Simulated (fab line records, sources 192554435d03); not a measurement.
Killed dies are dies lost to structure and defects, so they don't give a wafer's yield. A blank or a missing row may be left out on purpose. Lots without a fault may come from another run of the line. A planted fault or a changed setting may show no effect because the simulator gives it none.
A struck lot beside a sound one | flow n5_finfet | 17 steps out of a route of 1938
Sound: wafers L878.2, L878.3, L878.6. Struck: wafer L886.6. (L886.2, L886.3 of the same lot were not struck and are left out.) The cause comes at the end.
At each step with rows: each side's tool, then ch and its chambers, then its first start. Under that, the readings that differ: sound wafers | struck wafers | difference of the means | sigmas: that difference in standard deviations of wafers without a fault.
alike: readings whose means differ by less than 2 such deviations, and words and numbers that are the same on both sides. not compared: withheld readings, readings that some wafer has no value for, bounds like >300 that may hide the same value, and numbers for which the record gives no deviation and whose values overlap.
The two part at a step that has a row with sigmas, a row that says differs or no value, or rows on one side only. Numbers that don't overlap but have no deviation are shown without sigmas and don't part them. A reading that every wafer of one side lacks parts them only if that side has two wafers or more.

first, 4 steps without rows for these wafers: N5_BEOL_M11_HM_STRIP_39 (strips TiN in peroxide tin strip, target depth 25 nm, time 158 s); N5_BEOL_M11_SRD_40 (time 30 s); N5_BEOL_M11_PRECLEAN_42 (cleans in residue remover, time 60 s); N5_BEOL_M11_SRD_43 (time 30 s).
N5_BEOL_M11_CD_MEAS_35: target cd 70 nm.
  sound on cd_sem-02, day 11 02:17; struck on cd_sem-03, day 12 18:32
  alike: cd_nm
N5_BEOL_M11_CURE_72: cures SiCOH lowk, time 120 s.
  sound on uv_cure-01 ch 2, day 11 02:23; struck on uv_cure-01 ch 0, day 12 19:15
  alike: lamp_power_pct, wafer_temp_C_max
N5_BEOL_M11_DEGAS_44: time 60 s.
  sound on pvd_sputter-03, day 11 03:02; struck on pvd_sputter-01, day 12 19:49
  alike: heater_power_w, susceptor_temp_C
then, 2 steps without rows for these wafers: N5_BEOL_M11_PRE_CLEAN_45 (time 30 s); N5_BEOL_M11_ALD_74 (deposits TaN, target thk 2 nm, pulse time 2 s, purge time 3 s).
N5_BEOL_M11_SURFACE_TREAT_76:
  sound on pvd_sputter-01, day 11 03:48; struck on pvd_sputter-01, day 12 20:42
  not compared: throttle_valve_pct
then, 1 step without rows for these wafers: N5_BEOL_M11_CVD_75 (deposits Co from CCTBA/H2, target thk 2 nm, time 138.9 s).
N5_BEOL_M11_SPUTTER_48: material Cu, target thk 12 nm, time 2 s.
  sound on pvd_sputter-01, day 11 04:05; struck on pvd_sputter-01, day 12 21:06
  alike: susceptor_temp_C, throttle_valve_pct
N5_BEOL_M11_ECD_50: material Cu, target thk 318 nm.
  sound on ecd_cu-01 ch 0,1, day 11 04:12; struck on ecd_cu-01 ch 1, day 12 21:13
  reading                                 | sound             | struck | difference | sigmas
  model.Cu_of_BEOL_M11_ECD_50.thk_nm (nm) | 315.8 314.8 318.8 | 468    | +152       |
N5_BEOL_M11_ANNEAL_51: time 90 s.
  sound on rtp_anneal-02 ch 0, day 11 04:32; struck on rtp_anneal-02 ch 0, day 12 21:22
  alike: anneal_temp_c, wafer_temp_C_max
N5_BEOL_M11_CMP_52: polishes, stops on SiCOH lowk, t overpolish 7 s, target thk 140 nm.
  sound on cmp-02 ch 0,1,2, day 11 04:53; struck on cmp-02 ch 1, day 12 21:40
  reading                | sound          | struck | difference | sigmas
  time_to_endpoint_s (s) | 63.4 63.4 66.7 | 99.0   | +34.5      | +13
  alike: motor_current_A
N5_BEOL_M11_THK_MEAS_53: measures by xrf.
  sound on film_metro-02, day 11 05:06; struck on film_metro-01, day 12 21:55
  alike: M11_THK
N5_PASSIVATION_PROBE_49:
  the record has rows for the struck wafers here (prober-01, day 14 11:41) and none for the sound ones

WHERE THEY PART
First at N5_BEOL_M11_CMP_52; last, within this record, at N5_PASSIVATION_PROBE_49.

WHY: what the simulator had put in
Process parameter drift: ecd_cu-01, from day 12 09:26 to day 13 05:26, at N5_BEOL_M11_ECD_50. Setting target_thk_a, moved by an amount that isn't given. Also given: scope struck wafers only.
